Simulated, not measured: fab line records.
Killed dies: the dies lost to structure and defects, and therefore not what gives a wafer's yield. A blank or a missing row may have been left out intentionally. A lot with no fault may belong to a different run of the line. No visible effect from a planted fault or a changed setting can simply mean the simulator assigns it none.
Which of the tools did it? :: flow nandHarc :: Sampling: 13 lots, 39 wafers, 5 of 1159 route steps

WHAT EACH GAUGE READ, for each wafer
NHARC_P_GATE_CD_MEAS_46: target cd 720 nm. Usual: 719.5 nm for cdNm, sd 2.
lot: L618
measured: day 5 08:16
on: cdSem-01
cdNm (nm): 717.4 717.1 720.0
flag: 

lot: L622
measured: day 6 13:59
on: cdSem-03
cdNm (nm): - - -
flag: OFF

lot: L623
measured: day 6 14:38
on: cdSem-01
cdNm (nm): 716.4 718.0 719.5
flag: 

lot: L630
measured: day 8 15:31
on: cdSem-01
cdNm (nm): 719.6 716.9 717.9
flag: 

lot: L631
measured: day 8 14:50
on: cdSem-02
cdNm (nm): 720.3 720.3 720.7
flag: 

lot: L632
measured: day 9 03:28
on: cdSem-01
cdNm (nm): 718.5 717.5 720.1
flag: 

lot: L634
measured: day 9 06:11
on: cdSem-03
cdNm (nm): 721.2 721.3 721.5
flag: 

lot: L633
measured: day 9 06:28
on: cdSem-01
cdNm (nm): 716.2 716.8 717.6
flag: 

lot: L635
measured: day 9 23:55
on: cdSem-02
cdNm (nm): 719.7 722.8 718.9
flag: 

lot: L636
measured: day 9 23:45
on: cdSem-03
cdNm (nm): 719.1 720.2 719.8
flag: 

lot: L637
measured: day 10 04:44
on: cdSem-01
cdNm (nm): 719.6 721.1 719.3
flag: 

lot: L639
measured: day 10 11:37
on: cdSem-02
cdNm (nm): 716.3 719.1 716.4
flag: 

lot: L640
measured: day 10 23:35
on: cdSem-03
cdNm (nm): 722.9 720.4 718.2
flag: 

WHAT TOOL EACH LOT RAN ON (gives the tool, then ch and the chambers of the sampled wafers, and finally the start)
lot: L618
NHARC_P_STI_CMP_21: cmp-04 ch 0,1,2, day 3 12:56
NHARC_P_GATE_DEP_103: pecvd-01 ch 0,1,2, day 4 19:27
NHARC_P_GATE_STRIP_101: rieDiel-08 ch 1,2,3, day 5 07:21
NHARC_P_GATE_EXPOSE_43: krfScanner-01 ch 0, day 5 08:07

lot: L622
NHARC_P_STI_CMP_21: cmp-03 ch 1,2, day 4 16:52
NHARC_P_GATE_DEP_103: pecvd-04 ch 0,1,2, day 6 01:22
NHARC_P_GATE_STRIP_101: rieDiel-11 ch 0,1, day 6 13:03
NHARC_P_GATE_EXPOSE_43: krfScanner-01 ch 0, day 6 13:50

lot: L623
NHARC_P_STI_CMP_21: cmp-02 ch 0,2, day 4 16:53
NHARC_P_GATE_DEP_103: pecvd-01 ch 0,1,2, day 6 02:01
NHARC_P_GATE_STRIP_101: rieDiel-10 ch 0,1,2, day 6 13:42
NHARC_P_GATE_EXPOSE_43: krfScanner-04 ch 0, day 6 14:29

lot: L630
NHARC_P_STI_CMP_21: cmp-03 ch 0,1, day 6 17:33
NHARC_P_GATE_DEP_103: pecvd-03 ch 0,1,2, day 8 02:51
NHARC_P_GATE_STRIP_101: rieDiel-11 ch 0,1,2, day 8 14:35
NHARC_P_GATE_EXPOSE_43: krfScanner-02 ch 0, day 8 15:22

lot: L631
NHARC_P_STI_CMP_21: cmp-04 ch 0,2,3, day 6 17:35
NHARC_P_GATE_DEP_103: pecvd-04 ch 0,1,2, day 8 01:59
NHARC_P_GATE_STRIP_101: rieDiel-08 ch 1,3, day 8 13:55
NHARC_P_GATE_EXPOSE_43: krfScanner-01 ch 0, day 8 14:40

lot: L632
NHARC_P_STI_CMP_21: cmp-03 ch 0,1,3, day 7 04:14
NHARC_P_GATE_DEP_103: pecvd-01 ch 0,1,2, day 8 14:45
NHARC_P_GATE_STRIP_101: rieDiel-11 ch 1,2, day 9 02:32
NHARC_P_GATE_EXPOSE_43: krfScanner-01 ch 0, day 9 03:18

lot: L634
NHARC_P_STI_CMP_21: cmp-03 ch 0,1,3, day 7 09:59
NHARC_P_GATE_DEP_103: pecvd-01 ch 0,2, day 8 16:46
NHARC_P_GATE_STRIP_101: rieDiel-08 ch 0,1,2, day 9 05:15
NHARC_P_GATE_EXPOSE_43: krfScanner-02 ch 0, day 9 06:02

lot: L633
NHARC_P_STI_CMP_21: cmp-02 ch 0,1,3, day 7 10:00
NHARC_P_GATE_DEP_103: pecvd-04 ch 1,2, day 8 15:52
NHARC_P_GATE_STRIP_101: rieDiel-11 ch 0,1,3, day 9 05:32
NHARC_P_GATE_EXPOSE_43: krfScanner-01 ch 0, day 9 06:18

lot: L635
NHARC_P_STI_CMP_21: cmp-02 ch 0,2,3, day 8 03:53
NHARC_P_GATE_DEP_103: pecvd-01 ch 0,1, day 9 11:22
NHARC_P_GATE_STRIP_101: rieDiel-08 ch 0,1, day 9 22:58
NHARC_P_GATE_EXPOSE_43: krfScanner-01 ch 0, day 9 23:46

lot: L636
NHARC_P_STI_CMP_21: cmp-03 ch 0,3, day 8 03:53
NHARC_P_GATE_DEP_103: pecvd-01 ch 0,2, day 9 10:53
NHARC_P_GATE_STRIP_101: rieDiel-10 ch 0,2,3, day 9 22:50
NHARC_P_GATE_EXPOSE_43: krfScanner-02 ch 0, day 9 23:36

lot: L637
NHARC_P_STI_CMP_21: cmp-03 ch 0,1,2, day 8 09:33
NHARC_P_GATE_DEP_103: pecvd-01 ch 0,1,2, day 9 15:52
NHARC_P_GATE_STRIP_101: rieDiel-08 ch 0,2,3, day 10 03:48
NHARC_P_GATE_EXPOSE_43: krfScanner-02 ch 0, day 10 04:35

lot: L639
NHARC_P_STI_CMP_21: cmp-03 ch 0,2,3, day 8 16:32
NHARC_P_GATE_DEP_103: pecvd-01 ch 0,1, day 9 22:53
NHARC_P_GATE_STRIP_101: rieDiel-08 ch 2,3, day 10 10:41
NHARC_P_GATE_EXPOSE_43: krfScanner-04 ch 0, day 10 11:28

lot: L640
NHARC_P_STI_CMP_21: cmp-02 ch 0,1,2, day 9 03:23
NHARC_P_GATE_DEP_103: pecvd-04 ch 0,1,2, day 10 10:30
NHARC_P_GATE_STRIP_101: rieDiel-11 ch 1,2, day 10 22:38
NHARC_P_GATE_EXPOSE_43: krfScanner-01 ch 0, day 10 23:26
- NHARC_P_STI_CMP_21: polishes, t overpolish 20 s, target thk 380.67 nm.
- NHARC_P_GATE_DEP_103: deposits SiON, target thk 30 nm.
- NHARC_P_GATE_STRIP_101: strips in O2, time 20 s.
- NHARC_P_GATE_EXPOSE_43: exposes mask P NSD, target cd 720 nm.

AS READ BY THE TOOLS THEMSELVES (means over the sampled wafers that have a number; for cases with no such wafer, the mark the record gives instead)
NHARC_P_STI_CMP_21. Usual: edgeZonePressureFrac 0.999, standard deviation 0.0051; motorCurrentA 11.2 A, standard deviation 0.9; overpolishRunS 20.001 s, standard deviation 0.0095; slurryFlowMlMin 150.1, standard deviation 0.44.
lot: L618
tool: cmp-04
edgeZonePressureFrac: 0.998
motorCurrentA (A): 11.7
overpolishRunS (s): 20.001
slurryFlowMlMin: 150.0
flag: 

lot: L622
tool: cmp-03
edgeZonePressureFrac: 0.993
motorCurrentA (A): 11.4
overpolishRunS (s): 20.000
slurryFlowMlMin: 149.6
flag: 

lot: L623
tool: cmp-02
edgeZonePressureFrac: 0.999
motorCurrentA (A): 11.2
overpolishRunS (s): 20.000
slurryFlowMlMin: 149.7
flag: 

lot: L630
tool: cmp-03
edgeZonePressureFrac: 1.002
motorCurrentA (A): 11.4
overpolishRunS (s): 20.006
slurryFlowMlMin: 150.1
flag: 

lot: L631
tool: cmp-04
edgeZonePressureFrac: 0.993
motorCurrentA (A): 11.0
overpolishRunS (s): 20.005
slurryFlowMlMin: 149.7
flag: 

lot: L632
tool: cmp-03
edgeZonePressureFrac: 0.995
motorCurrentA (A): 11.3
overpolishRunS (s): 19.991
slurryFlowMlMin: 150.3
flag: 

lot: L634
tool: cmp-03
edgeZonePressureFrac: 1.001
motorCurrentA (A): 11.5
overpolishRunS (s): 19.996
slurryFlowMlMin: 149.6
flag: 

lot: L633
tool: cmp-02
edgeZonePressureFrac: 0.997
motorCurrentA (A): 10.3
overpolishRunS (s): 20.010
slurryFlowMlMin: 150.3
flag: 

lot: L635
tool: cmp-02
edgeZonePressureFrac: 1.005
motorCurrentA (A): 11.1
overpolishRunS (s): 20.004
slurryFlowMlMin: 150.1
flag: 

lot: L636
tool: cmp-03
edgeZonePressureFrac: 1.003
motorCurrentA (A): 10.9
overpolishRunS (s): 20.009
slurryFlowMlMin: 150.3
flag: 

lot: L637
tool: cmp-03
edgeZonePressureFrac: 1.000
motorCurrentA (A): 11.1
overpolishRunS (s): 20.000
slurryFlowMlMin: 150.0
flag: 

lot: L639
tool: cmp-03
edgeZonePressureFrac: 1.003
motorCurrentA (A): 10.9
overpolishRunS (s): 20.000
slurryFlowMlMin: 149.9
flag: 

lot: L640
tool: cmp-02
edgeZonePressureFrac: 1.002
motorCurrentA (A): 11.5
overpolishRunS (s): 19.998
slurryFlowMlMin: 150.4
flag: 

NHARC_P_GATE_DEP_103. Usual: heaterPowerW 803 W, standard deviation 120; susceptorTempC 399.99 C, standard deviation 0.24.
lot: L618
tool: pecvd-01
heaterPowerW (W): 756
susceptorTempC (C): 400.10
flag: 

lot: L622
tool: pecvd-04
heaterPowerW (W): 848
susceptorTempC (C): 399.98
flag: 

lot: L623
tool: pecvd-01
heaterPowerW (W): 759
susceptorTempC (C): 399.87
flag: 

lot: L630
tool: pecvd-03
heaterPowerW (W): 815
susceptorTempC (C): 400.07
flag: 

lot: L631
tool: pecvd-04
heaterPowerW (W): 884
susceptorTempC (C): 399.97
flag: 

lot: L632
tool: pecvd-01
heaterPowerW (W): 682
susceptorTempC (C): 400.10
flag: 

lot: L634
tool: pecvd-01
heaterPowerW (W): 678
susceptorTempC (C): 399.89
flag: 

lot: L633
tool: pecvd-04
heaterPowerW (W): 843
susceptorTempC (C): 400.16
flag: 

lot: L635
tool: pecvd-01
heaterPowerW (W): 709
susceptorTempC (C): 399.83
flag: 

lot: L636
tool: pecvd-01
heaterPowerW (W): 799
susceptorTempC (C): 400.01
flag: 

lot: L637
tool: pecvd-01
heaterPowerW (W): 700
susceptorTempC (C): 400.05
flag: 

lot: L639
tool: pecvd-01
heaterPowerW (W): 784
susceptorTempC (C): 399.67
flag: 

lot: L640
tool: pecvd-04
heaterPowerW (W): 874
susceptorTempC (C): 399.92
flag: 

NHARC_P_GATE_STRIP_101. Usual: drypumpMotorCurrentA 5.9 A, standard deviation 0.38; o2FlowSccm 499.9 sccm, standard deviation 1.5; oesProductAu 1.005 a.u., standard deviation 0.0085; rfVppV 57.7 V, standard deviation 0.91; showerheadPlenumPTorr 3.52 Torr, standard deviation 0.13; throttleValvePct 17.037 %, standard deviation 0.0094.
lot: L618
tool: rieDiel-08
drypumpMotorCurrentA (A): 6.0
o2FlowSccm (sccm): 498.8
oesProductAu (a.u.): 1.004
rfVppV (V): 57.3
showerheadPlenumPTorr (Torr): 3.53
throttleValvePct (%): 17.032
flag: 

lot: L622
tool: rieDiel-11
drypumpMotorCurrentA (A): 6.1
o2FlowSccm (sccm): 501.1
oesProductAu (a.u.): 1.005
rfVppV (V): 57.4
showerheadPlenumPTorr (Torr): 3.45
throttleValvePct (%): 17.041
flag: 

lot: L623
tool: rieDiel-10
drypumpMotorCurrentA (A): 5.4
o2FlowSccm (sccm): 500.2
oesProductAu (a.u.): 1.004
rfVppV (V): 57.6
showerheadPlenumPTorr (Torr): 3.52
throttleValvePct (%): 17.040
flag: 

lot: L630
tool: rieDiel-11
drypumpMotorCurrentA (A): 6.1
o2FlowSccm (sccm): 500.6
oesProductAu (a.u.): 1.002
rfVppV (V): 57.5
showerheadPlenumPTorr (Torr): 3.47
throttleValvePct (%): 17.042
flag: 

lot: L631
tool: rieDiel-08
drypumpMotorCurrentA (A): 6.2
o2FlowSccm (sccm): 499.8
oesProductAu (a.u.): 1.013
rfVppV (V): 58.9
showerheadPlenumPTorr (Torr): 3.66
throttleValvePct (%): 17.043
flag: 

lot: L632
tool: rieDiel-11
drypumpMotorCurrentA (A): 6.1
o2FlowSccm (sccm): 499.5
oesProductAu (a.u.): 1.008
rfVppV (V): 58.1
showerheadPlenumPTorr (Torr): 3.55
throttleValvePct (%): 17.033
flag: 

lot: L634
tool: rieDiel-08
drypumpMotorCurrentA (A): 6.0
o2FlowSccm (sccm): 499.0
oesProductAu (a.u.): 1.001
rfVppV (V): 57.5
showerheadPlenumPTorr (Torr): 3.51
throttleValvePct (%): 17.029
flag: 

lot: L633
tool: rieDiel-11
drypumpMotorCurrentA (A): 6.3
o2FlowSccm (sccm): 500.1
oesProductAu (a.u.): 0.999
rfVppV (V): 57.3
showerheadPlenumPTorr (Torr): 3.48
throttleValvePct (%): 17.043
flag: 

lot: L635
tool: rieDiel-08
drypumpMotorCurrentA (A): 6.3
o2FlowSccm (sccm): 500.7
oesProductAu (a.u.): 0.994
rfVppV (V): 58.0
showerheadPlenumPTorr (Torr): 3.65
throttleValvePct (%): 17.041
flag: 

lot: L636
tool: rieDiel-10
drypumpMotorCurrentA (A): 5.5
o2FlowSccm (sccm): 497.9
oesProductAu (a.u.): 1.001
rfVppV (V): 58.1
showerheadPlenumPTorr (Torr): 3.59
throttleValvePct (%): 17.039
flag: 

lot: L637
tool: rieDiel-08
drypumpMotorCurrentA (A): 5.7
o2FlowSccm (sccm): 500.2
oesProductAu (a.u.): 1.001
rfVppV (V): 56.9
showerheadPlenumPTorr (Torr): 3.45
throttleValvePct (%): 17.039
flag: 

lot: L639
tool: rieDiel-08
drypumpMotorCurrentA (A): 5.7
o2FlowSccm (sccm): 500.5
oesProductAu (a.u.): 1.003
rfVppV (V): 57.1
showerheadPlenumPTorr (Torr): 3.38
throttleValvePct (%): 17.034
flag: 

lot: L640
tool: rieDiel-11
drypumpMotorCurrentA (A): 6.1
o2FlowSccm (sccm): 500.3
oesProductAu (a.u.): 1.004
rfVppV (V): 58.0
showerheadPlenumPTorr (Torr): 3.54
throttleValvePct (%): 17.042
flag: 

THE ANSWER, worked out from the rows above alone
Rule: lot off if the mean of its wafers having a number is beyond 3 standard deviations from the usual mean. Also off: a lot with no number at a reading for which 4 or more lots have one. All remaining lots with rows at the step are treated as sound. After the gauges, taken in route order, come the tools' own readings; for these a lot's mean is taken, as printed above. At the first step where some lot is off, the reading lying furthest off is the one used; lots without a number count as furthest.
Off: L622 (NHARC_P_GATE_CD_MEAS_46, cdNm). Without a number there: L622.
A tool fits if, at a process step before that reading, it ran every lot that is off, and no sound lot after the first of them. Gauges at NHARC_P_GATE_CD_MEAS_46: tried the same way as those tools. None of those tried fits.

WHAT THE SIMULATOR PUT IN
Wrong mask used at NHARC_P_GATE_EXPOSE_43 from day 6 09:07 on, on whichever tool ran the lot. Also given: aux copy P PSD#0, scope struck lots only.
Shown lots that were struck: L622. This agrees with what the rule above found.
